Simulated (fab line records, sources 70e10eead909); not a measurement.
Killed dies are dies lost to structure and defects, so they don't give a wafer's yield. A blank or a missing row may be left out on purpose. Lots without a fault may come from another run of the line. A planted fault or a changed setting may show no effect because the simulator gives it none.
fab line records | flow nand_harc | part 2 of 2: steps 5 to 6 of 6
record lots=22 wafers=66 last_day=24
route steps=1159 shown A_CHANNEL_HOLE_D1@465 A_CHANNEL_FILL_D1@507 A_STAIRCASE@530
lots that met no fault: from a run of the same line without faults
start_h: hours from the record's first day to the start of the lot's first wafer shown | wait_h: hours since the lot's step before | " the same as in the row above | L1.1+2: a row that stands for several wafers | - no value, or no start given | * or withheld: withheld | < > ~ a bound
route shown NAME@n: a module of which the file shows steps, and the number in the route of the first | usual: mean/standard deviation of fault-free wafers | same: alike in all rows | chamber/n: place in a boat | sites: the reading at each site | _std_site: their standard deviation | _edge_site: outer sites' mean less inner sites' | radius_mm: how far each site lies from the wafer's centre | mask NAME#n: copy n | behind: the tool/chamber that last shaped the wafer | hold: why the lot was held/for how many hours/how that ended | device: the transistor (n, p or np) that didn't switch | end of line: the same wafers' tests at the end of the route | a step without rows: its recipe alone | killed: dies lost to structure and defects at the first sort, not the wafer's yield | map: a wafer's dies, x killed, . not, _ none there
set.NAME: the setting as run; set.NAME@STEP: as run at that earlier step | model.NAME: the simulator's own value behind a step, which no gauge read
steps of the route over a sample of lots; a table a step, a row a wafer
services: from which hour (start_h, from the record's first day; less than 0 if before it) a tool's chamber was out of use, for how many hours, and why
## steps
# step NHARC_A_STAIRCASE_DESCUM_168
# recipe time_s=3 o2_flow_sccm=200 ar_flow_sccm=0 bias_power_w=0 chemistry=O2
# usual drypump_motor_current_A=5.9/0.47 oes_product_au=1.002/0.0087 rf_vpp_V=57.5/0.93 showerhead_plenum_p_Torr=1.88/0.059 throttle_valve_pct=11.312/0.0096
# same bias_power_w=0
# columns lot.wafer tool chamber start_h wait_h drypump_motor_current_A oes_product_au rf_hours_counter_h rf_vpp_V showerhead_plenum_p_Torr throttle_valve_pct
L074.2 rie_diel-10 1 233.39 - 5.4 0.992 15 59.0 2.02 11.315
L074.6 " 1 " " 5.4 0.991 - 56.7 2.02 11.324
L074.5 " 2 " " 5.0 1.001 - 57.3 1.85 11.305
L075.1 rie_diel-13 2 240.57 - 5.9 1.014 49 57.0 1.82 11.306
L075.5 " 3 " " 6.2 0.995 - 57.5 1.88 11.305
L075.6 " 0 " " 5.8 1.008 - 58.5 1.92 11.314
L077.2 rie_diel-13 3 246.26 - 6.2 1.008 51 58.4 1.88 11.300
L077.3 " 0 " " 5.7 1.010 49 55.0 1.92 11.310
L077.5 " 2 " " 5.8 1.009 - 58.3 1.82 11.307
L076.4 rie_diel-09 2 246.30 - 6.5 0.997 62 57.7 1.81 11.324
L076.2 " 1 " " 6.2 1.003 51 57.0 1.84 11.322
L076.6 " 2 " " 6.5 1.002 - 56.6 1.81 11.309
L078.1 rie_diel-10 3 248.88 - 5.8 1.010 24 57.8 1.90 11.324
L078.5 " 1 " " 5.4 1.000 - 58.9 2.01 11.310
L078.6 " 2 " " 5.1 0.994 - 57.2 1.85 11.285
L079.1 rie_diel-13 2 273.86 - 5.8 1.022 61 56.6 1.82 11.329
L079.2 " 0 " " 5.7 1.017 58 58.7 1.92 11.322
L079.4 " 2 " " 5.9 1.037 - 58.1 1.82 11.320
L080.2 rie_diel-10 3 274.02 - 5.8 0.988 34 58.9 1.90 11.312
L080.1 " 1 " " 5.4 1.000 32 58.8 2.01 11.295
L080.5 " 3 " " 5.8 1.001 - 57.5 1.90 11.296
L081.4 rie_diel-10 1 280.89 - 5.4 0.995 34 58.0 2.01 11.318
L081.1 " 2 " " 5.0 0.994 35 56.3 1.84 11.315
L081.6 " 0 " " 5.7 1.005 - 55.1 1.84 11.315
L082.4 rie_diel-10 1 280.94 - 5.4 0.997 34 57.5 2.01 11.296
L082.1 " 3 " " 5.8 1.006 37 55.7 1.90 11.319
L082.6 " 1 " " 5.4 0.994 - 58.5 2.01 11.315
L083.1 rie_diel-09 3 285.58 - 6.6 1.003 7 57.7 1.80 11.314
L083.2 " 0 " " 5.6 0.993 8 56.8 1.93 11.323
L083.5 " 2 " " 6.5 0.994 - 57.8 1.81 11.317
L084.2 rie_diel-09 1 289.59 - 6.2 1.007 8 57.1 1.84 11.301
L084.3 " 2 " " 6.5 0.994 7 57.0 1.81 11.302
L084.5 " 3 " " 6.6 1.001 - 56.7 1.80 11.312
L087.3 rie_diel-13 0 307.03 - 5.7 1.006 8 56.7 1.91 11.312
L087.5 " 3 " " 6.2 1.001 - 57.8 1.88 11.315
L087.6 " 0 " " 5.7 1.007 - 55.5 1.91 11.308
L086.3 rie_diel-10 0 311.39 - 5.7 1.007 39 58.4 1.84 11.304
L086.1 " 2 " " 5.0 1.000 49 57.1 1.84 11.310
L086.6 " 0 " " 5.7 1.009 - 56.8 1.84 11.295
L085.1 rie_diel-13 1 311.56 - 6.6 1.012 9 58.7 1.89 11.304
L085.5 " 0 " " 5.7 1.001 - 58.1 1.91 11.301
L085.6 " 1 " " 6.6 1.012 - 57.8 1.89 11.293
L088.2 rie_diel-10 2 319.79 - 5.0 0.986 54 57.6 1.84 11.295
L088.4 " 3 " " 5.9 1.002 55 57.1 1.89 11.315
L088.1 " 0 " " 5.7 1.008 44 56.1 1.83 11.321
L089.2 rie_diel-13 1 319.93 - 6.6 1.006 12 58.8 1.88 11.321
L089.1 " 0 " " 5.7 1.014 12 57.6 1.91 11.326
L089.5 " 2 " " 5.9 0.998 - 57.6 1.81 11.305
L090.1 rie_diel-13 2 327.08 - 5.9 1.006 15 57.4 1.81 11.313
L090.3 " 0 " " 5.7 1.012 15 58.9 1.91 11.309
L090.6 " 2 " " 5.9 0.997 - 57.9 1.81 11.319
L094.1 rie_diel-13 3 340.38 - 6.2 1.001 20 55.5 1.87 11.311
L094.3 " 0 " " 5.7 1.003 18 58.0 1.91 11.313
L094.4 " 2 " " 5.8 0.999 19 57.6 1.81 11.315
L091.1 rie_diel-13 1 344.34 - 6.6 1.001 19 58.5 1.88 11.308
L091.6 " 2 " " 5.9 1.009 - 58.2 1.81 11.306
L091.5 " 0 " " 5.7 1.005 - 57.7 1.91 11.317
L095.1 rie_diel-13 3 353.86 - 6.2 1.003 26 58.7 1.87 11.308
L095.3 " 0 " " 5.7 1.002 26 57.6 1.91 11.314
L095.2 " 1 " " 6.6 1.001 25 55.8 1.88 11.304
L096.2 rie_diel-10 1 354.03 - 5.4 1.002 62 57.8 2.00 11.316
L096.4 " 2 " " 5.0 0.991 65 57.3 1.83 11.296
L096.6 " 3 " " 5.8 1.003 - 56.8 1.89 11.309
L097.1 rie_diel-10 1 377.40 - 5.4 0.997 3 58.9 2.00 11.291
L097.3 " 3 " " 5.8 1.002 4 59.8 1.88 11.305
L097.5 " 0 " " 5.7 0.985 - 57.7 1.83 11.315
# step NHARC_A_STAIRCASE_TRIM_16
# recipe time_s=211.2 o2_flow_sccm=500 ar_flow_sccm=0 bias_w=0 chemistry=O2
# usual drypump_motor_current_A=6.0/0.46 oes_product_au=1.002/0.009 rf_vpp_V=57.5/0.81 showerhead_plenum_p_Torr=3.44/0.096 throttle_valve_pct=17.036/0.0098
# columns lot.wafer tool chamber start_h wait_h drypump_motor_current_A oes_product_au rf_hours_counter_h rf_vpp_V showerhead_plenum_p_Torr throttle_valve_pct
L074.2 rie_diel-13 2 - - 5.8 1.014 46 58.5 3.37 17.036
L074.6 " 2 " " 5.8 1.021 - 58.5 3.37 17.021
L074.5 " 3 " " 6.2 1.011 - 57.4 3.48 17.035
L075.1 rie_diel-13 3 - - 6.2 1.001 50 58.0 3.48 17.048
L075.6 " 2 " " 5.8 1.017 - 57.4 3.37 17.040
L075.5 " 3 " " 6.2 1.008 - 57.8 3.48 17.047
L077.3 rie_diel-09 3 - - 6.6 1.013 62 57.4 3.34 17.053
L077.2 " 0 " " 5.6 1.000 55 57.9 3.56 17.024
L077.5 " 3 " " 6.6 1.013 - 57.2 3.34 17.020
L076.2 rie_diel-13 1 - - 6.6 1.012 45 56.8 3.49 17.033
L076.4 " 2 " " 5.9 1.022 52 57.1 3.37 17.068
L076.6 " 1 " " 6.7 1.004 - 57.9 3.49 17.039
L078.1 rie_diel-09 3 - - 6.6 0.992 65 57.5 3.34 17.056
L078.6 " 1 " " 6.2 1.006 - 57.0 3.40 17.039
L078.5 " 2 " " 6.5 0.995 - 55.2 3.36 17.040
L079.4 rie_diel-09 2 - - 6.5 1.000 3 56.3 3.35 17.037
L079.2 " 3 " " 6.6 1.016 3 55.8 3.34 17.038
L079.1 " 0 " " 5.7 1.004 3 58.9 3.56 17.045
L080.2 rie_diel-10 1 - - 5.4 1.002 32 57.1 3.69 17.043
L080.1 " 3 " " 5.8 1.012 35 57.2 3.50 17.031
L080.5 " 1 " " 5.4 0.993 - 58.5 3.69 17.035
L081.4 rie_diel-09 2 - - 6.5 0.988 5 57.8 3.35 17.031
L081.1 " 3 " " 6.6 1.008 6 57.5 3.34 17.051
L081.6 " 1 " " 6.2 1.003 - 56.8 3.40 17.037
L082.1 rie_diel-09 0 - - 5.7 0.986 7 58.4 3.56 17.044
L082.4 " 1 " " 6.2 1.003 6 57.7 3.40 17.043
L082.6 " 0 " " 5.7 0.999 - 58.0 3.56 17.040
L083.1 rie_diel-13 2 - - 5.8 1.004 2 58.4 3.36 17.012
L083.2 " 0 " " 5.7 1.009 2 57.2 3.53 17.041
L083.5 " 3 " " 6.2 1.001 - 56.6 3.47 17.041
L084.3 rie_diel-09 2 - - 6.5 0.987 8 57.0 3.35 17.045
L084.2 " 0 " " 5.6 0.999 10 57.9 3.56 17.026
L084.5 " 2 " " 6.5 0.993 - 56.0 3.35 17.042
L087.3 rie_diel-09 2 - - 6.5 0.995 16 57.5 3.35 17.038
L087.6 " 0 " " 5.6 1.000 - 57.9 3.55 17.055
L087.5 " 1 " " 6.2 1.011 - 57.1 3.39 17.047
L086.3 rie_diel-13 1 - - 6.6 1.005 10 56.9 3.48 17.050
L086.1 " 2 " " 5.9 0.997 9 57.2 3.36 17.017
L086.6 " 0 " " 5.7 1.001 - 58.5 3.53 17.044
L085.1 rie_diel-10 2 - - 5.0 0.982 50 58.0 3.40 17.033
L085.5 " 1 " " 5.4 0.991 - 58.0 3.69 17.035
L085.6 " 2 " " 5.0 0.988 - 57.4 3.40 17.023
L089.2 rie_diel-10 0 - - 5.7 0.990 45 57.8 3.39 17.032
L089.1 " 1 " " 5.4 0.999 53 58.3 3.68 17.036
L089.5 " 2 " " 5.0 0.990 - 57.4 3.40 17.051
L088.2 rie_diel-09 0 - - 5.7 0.983 22 58.3 3.55 17.037
L088.4 " 1 " " 6.2 0.999 21 56.9 3.39 17.036
L088.1 " 2 " " 6.5 0.992 22 56.4 3.34 17.032
L090.3 rie_diel-09 2 - - 6.5 1.002 25 58.9 3.34 17.046
L090.1 " 0 " " 5.6 1.000 25 57.7 3.55 17.032
L090.6 " 3 " " 6.6 0.994 - 57.1 3.33 17.039
L094.4 rie_diel-13 3 - - 6.2 0.984 22 56.7 3.46 17.032
L094.1 " 1 " " 6.6 0.997 19 57.7 3.48 17.027
L094.3 " 2 " " 5.9 0.994 20 56.6 3.35 17.036
L091.1 rie_diel-10 3 - - 5.8 1.000 64 56.7 3.48 17.035
L091.6 " 3 " " 5.9 0.994 - 58.1 3.48 17.033
L091.5 " 0 " " 5.7 0.996 - 56.5 3.39 17.024
L095.2 rie_diel-09 3 - - 6.7 0.996 37 56.9 3.32 17.034
L095.3 " 0 " " 5.7 0.993 35 56.7 3.54 17.030
L095.1 " 2 " " 6.5 1.003 36 57.0 3.34 17.024
L096.4 rie_diel-13 2 - - 5.9 1.004 29 58.8 3.35 17.033
L096.2 " 3 " " 6.2 1.004 28 57.3 3.46 17.032
L096.6 " 2 " " 5.9 1.002 - 55.5 3.35 17.047
L097.3 rie_diel-09 3 - - 6.6 1.012 46 58.3 3.32 17.040
L097.1 " 0 " " 5.7 1.003 43 58.1 3.54 17.043
L097.5 " 1 " " 6.2 1.016 - 57.1 3.38 17.048
## services
# columns tool chamber start_h hours kind
rie_diel-09 1 149.52 19.4 repair
rie_diel-09 - 153.22 0.5 repair
rie_diel-13 1 153.99 7.6 repair
rie_diel-09 0 157.09 9.5 repair
rie_diel-09 - 166.73 0.5 repair
rie_diel-06 0 174.83 3.5 repair
rie_diel-10 - 177.11 9.0 pm
ald_hk-02 - 186.17 0.9 repair
rie_diel-11 - 189.50 9.0 pm
ald_hk-04 - 189.64 10.0 pm
rie_diel-06 1 213.43 2.9 repair
rie_diel-09 1 223.01 2.1 repair
rie_diel-10 0 236.55 13.4 repair
rie_diel-06 - 241.65 9.0 pm
rie_diel-09 - 254.16 9.0 pm
rie_diel-06 2 272.34 63.7 repair
rie_diel-13 3 272.41 8.6 repair
rie_diel-13 - 276.04 9.0 pm
ald_hk-02 - 286.44 10.0 pm
har_etch-01 - 305.00 17.0 pm
rie_diel-13 2 305.68 4.4 repair
rie_diel-06 0 327.55 3.1 repair
rie_diel-10 - 354.16 9.0 pm
rie_diel-13 - 375.21 2.7 repair
